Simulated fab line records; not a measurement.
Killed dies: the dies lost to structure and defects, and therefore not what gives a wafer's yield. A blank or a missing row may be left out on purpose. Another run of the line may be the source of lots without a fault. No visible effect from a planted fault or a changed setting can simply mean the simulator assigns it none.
Chamber matching	flow n5_finfet	N5_BEOL_M10_STRIP_36 on rie_diel-06: 4 sister chambers
The step strips in N2/H2. 4 wafers are shown with their chamber, then 7 later ones without.

== EACH WAFER AND ITS CHAMBER ==
wafer	chamber	throttle_valve_pct (%)
L090.2	1	23.6
L090.6	2	23.4
L096.1	3	23.2
L096.3	0	23.8

== WAFERS MISSING THEIR CHAMBER ==
wafer	throttle_valve_pct (%)
L096.5	23.3
L094.2	23.6
L094.3	23.4
L094.5	23.3
L097.1	23.7
L097.4	23.3
L097.5	23.6

== WHICH CHAMBER EACH WENT THROUGH ==
wafer	from the rows above	in truth
L096.5	can't be placed: 2 or 3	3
L094.2	1	1
L094.3	2	2
L094.5	can't be placed: 2 or 3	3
L097.1	can't be placed: 1 or 0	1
L097.4	can't be placed: 2 or 3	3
L097.5	1	1
Placed correctly: 3 of 7. Unplaceable from these rows: 4, with the true chamber sitting among the candidates in 4. 0 placed wrongly.
How it was worked out, from the rows above alone: a wafer's distance from a chamber is the root of the sum, over the readings, of the square of ((its reading less the chamber's mean) divided by the reading's scatter). The wafer belongs to the nearest chamber; if the next one is less than 2 further off, it can't be placed. A chamber's mean is the mean of its shown wafers. The scatter: with one shown wafer a chamber, the root of the mean of the squares of how far each hidden wafer lies from its nearest shown one.
